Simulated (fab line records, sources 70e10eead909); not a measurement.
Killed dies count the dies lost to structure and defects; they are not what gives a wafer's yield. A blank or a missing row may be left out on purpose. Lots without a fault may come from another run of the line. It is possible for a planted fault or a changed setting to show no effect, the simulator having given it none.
Which tool did it? / flow nand harc / Sampling: 7 lots, 21 wafers, 4 of 1159 route steps

## WHAT EACH GAUGE READ, for each wafer
NHARC_END_SORT_01.
lot / measured / on / defect limited yield (%)

## TOOL THAT RAN EACH LOT (tool first, then ch and the chambers of the sampled wafers, then the start)
lot=L866; NHARC_P_BONDPAD_DEP_00=pecvd-02 ch 1,2, day 6 03:58; NHARC_A_BONDPAD_PRE_CLEAN_26=pvd sputter-03, day 18 08:32 or earlier; NHARC_A_BONDPAD_ANNEAL_28=rtp anneal-02 ch 0, day 18 08:32
lot=L868; NHARC_P_BONDPAD_DEP_00=pecvd-02 ch 0,1, day 7 01:57; NHARC_A_BONDPAD_PRE_CLEAN_26=pvd sputter-03, day 18 11:56 or earlier; NHARC_A_BONDPAD_ANNEAL_28=rtp anneal-02 ch 0, day 18 11:56
lot=L869; NHARC_P_BONDPAD_DEP_00=pecvd-01 ch 0,1,2, day 7 17:14; NHARC_A_BONDPAD_PRE_CLEAN_26=pvd sputter-02, day 19 18:01 or earlier; NHARC_A_BONDPAD_ANNEAL_28=rtp anneal-02 ch 0, day 19 18:01
lot=L874; NHARC_P_BONDPAD_DEP_00=pecvd-01 ch 0,2, day 8 14:43; NHARC_A_BONDPAD_PRE_CLEAN_26=pvd sputter-03, day 20 20:07 or earlier; NHARC_A_BONDPAD_ANNEAL_28=rtp anneal-02 ch 0, day 20 20:07
lot=L880; NHARC_P_BONDPAD_DEP_00=pecvd-03 ch 0,1,2, day 10 04:32; NHARC_A_BONDPAD_PRE_CLEAN_26=pvd sputter-01, day 21 22:55 or earlier; NHARC_A_BONDPAD_ANNEAL_28=rtp anneal-02 ch 0, day 21 22:55
lot=L883; NHARC_P_BONDPAD_DEP_00=pecvd-03 ch 0,1, day 10 17:58; NHARC_A_BONDPAD_PRE_CLEAN_26=pvd sputter-01, day 22 21:37 or earlier; NHARC_A_BONDPAD_ANNEAL_28=rtp anneal-02 ch 0, day 22 21:37
lot=L886; NHARC_P_BONDPAD_DEP_00=pecvd-01 ch 1,2, day 11 12:36; NHARC_A_BONDPAD_PRE_CLEAN_26=pvd sputter-01, day 23 12:20 or earlier; NHARC_A_BONDPAD_ANNEAL_28=rtp anneal-02 ch 0, day 23 12:20
- NHARC_P_BONDPAD_DEP_00: deposits SiCN, target thk 250 nm.
- NHARC_A_BONDPAD_PRE_CLEAN_26: time 30 s.
- NHARC_A_BONDPAD_ANNEAL_28: time 90 s.

## THE ANSWER, worked out from the rows above alone
Rule: the lots themselves supply what counts as usual. Put in order of their means at a reading, lots are off if they are a third of the lots or fewer, leave a main group of 4 or more, and stand apart from it by a gap of 3 or more times the standard deviation of the main group's means; of several such gaps the widest counts. If all means in a main group match to the digits the tables above print for the reading, that group is not used. Also off: a lot with no number at a reading for which 4 or more lots have one. Any other lot the step has rows for is counted as sound.
No lot is off at any reading shown: from this, nothing can be told.

## WHAT THE SIMULATOR PUT IN
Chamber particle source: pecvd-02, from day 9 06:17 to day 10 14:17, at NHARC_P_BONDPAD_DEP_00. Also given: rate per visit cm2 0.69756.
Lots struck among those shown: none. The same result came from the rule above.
